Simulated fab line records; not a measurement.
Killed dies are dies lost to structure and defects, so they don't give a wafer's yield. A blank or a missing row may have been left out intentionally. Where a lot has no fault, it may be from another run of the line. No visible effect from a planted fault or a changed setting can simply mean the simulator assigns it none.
Struck lot and sound lot, side by side | flow nandHarc | 15 out of 1159 route steps
Sound: the wafers L155.1, L155.2, L155.4. Struck: wafers L169.3, L169.5, L169.6. Last of all comes the cause.
At each step with rows: each side's tool, then ch and its chambers, then its first start. Under that, the readings that differ: sound wafers | struck wafers | difference of the means | sigmas: that difference in standard deviations of wafers without a fault.
alike: readings whose means differ by less than 2 such deviations, and words and numbers that are the same on both sides. not compared: withheld readings, readings that some wafer has no value for, bounds like >300 that may hide the same value, and numbers for which the record gives no deviation and whose values overlap.
A row with sigmas, a row that says differs or no value, or rows on one side alone: a step with any of these is where the two part. Numbers that don't overlap but have no deviation are shown without sigmas and don't part them. A reading missing from all wafers of one side parts the sides only when that side holds two or more wafers.

NHARC_A_SGD_CUT_STRIP_17: strips in O2.
  sound on rieDiel-09 ch 0,1,2; struck on rieDiel-09 ch 1,2,3
  alike: drypumpMotorCurrentA, o2FlowSccm, oesProductAu, rfVppV, showerheadPlenumPTorr, throttleValvePct
  not compared: rfHoursCounterH
then, 4 steps without rows for these wafers: NHARC_A_SGD_CUT_PRECLEAN_18 (cleans in SC1); NHARC_A_SGD_CUT_SRD_19; NHARC_A_SGD_CUT_DEP_20 (deposits SiO2, target thk 150 nm); NHARC_A_SGD_CUT_ANNEAL_27 (time 1800 s).
NHARC_A_SGD_CUT_CMP_21: polishes, target thk 148.19 nm.
  sound on cmp-01 ch 0,1,2, day 13 16:14; struck on cmp-01 ch 1,2, day 17 03:35
  alike: motorCurrentA, timeToEndpointS
NHARC_A_SGD_CUT_THK_MEAS_22: measures by ellipsometry.
  sound on filmMetro-02 at day 13 16:29; struck on filmMetro-01 at day 17 03:49
  alike: thkNm
then, 2 steps without rows for these wafers: NHARC_A_SGD_CUT_SRD_23; NHARC_A_SGD_CUT_ETCH_26 (etches SiO2 in dHF, target depth 45.8 nm).
NHARC_A_SGD_CUT_ETCHBACK_24: etches the open film in CH3F/O2, target depth 50 nm, time 92.857 s.
  sound on rieDiel-09 ch 0,2,3, day 13 16:43; struck on rieDiel-06 ch 1,2,3, day 17 04:07
reading             | sound          | struck         | difference | sigmas
oesProductAu (a.u.) | 0.94 0.93 0.92 | 1.00 1.01 1.01 | +0.08      | +2
  alike: drypumpMotorCurrentA, o2FlowSccm, rfVppV, showerheadPlenumPTorr, throttleValvePct
  not compared: rfHoursCounterH
NHARC_A_SGD_CUT_STRIP_28: strips in O2, time 20 s.
  sound on rieDiel-09 ch 0,1,2; struck on rieDiel-06 ch 0,3
  alike: drypumpMotorCurrentA, o2FlowSccm, oesProductAu, rfVppV, showerheadPlenumPTorr, throttleValvePct
  not compared: rfHoursCounterH
NHARC_A_SGD_CUT_INSPECT_25:
  sound on defectInspect-01 at day 13 16:57; struck on defectInspect-02 at day 17 04:20
  alike: rawDefectCount
NHARC_A_SLIT_DEP_25: deposits SiO2, target thk 200 nm.
  sound on pecvd-02 ch 0,1,2, day 13 17:01; struck on pecvd-01 ch 0,2, day 17 04:37
  no value came back on the struck wafers for any of 5 readings (chamberPressureTorr (Torr), flowSccm (sccm) and others); on the sound wafers chamberPressureTorr (Torr) reads 6.510 6.498 6.475
  not compared: sinceWetCleanH
NHARC_A_SLIT_DEP_00: deposits aC, target thk 3200 nm.
  sound on aclDep-03 ch 0, day 13 20:47; struck on aclDep-02 ch 0, day 17 06:28
  alike: throttleValvePct
  not compared: susceptorTempC
-- jump in the record: it breaks off in module A_SLIT and resumes in module END (first step shown: number 1159 of the route), and 5 days separate the struck wafers' starts before and after --
NHARC_END_SORT_01:
  here the record holds rows for the struck wafers (prober-01 ch 0, day 22 15:07) but none for the sound ones

WHERE THEY PART
First at NHARC_A_SGD_CUT_ETCHBACK_24; last, within this record, at NHARC_END_SORT_01.

WHY: whatever the simulator had introduced
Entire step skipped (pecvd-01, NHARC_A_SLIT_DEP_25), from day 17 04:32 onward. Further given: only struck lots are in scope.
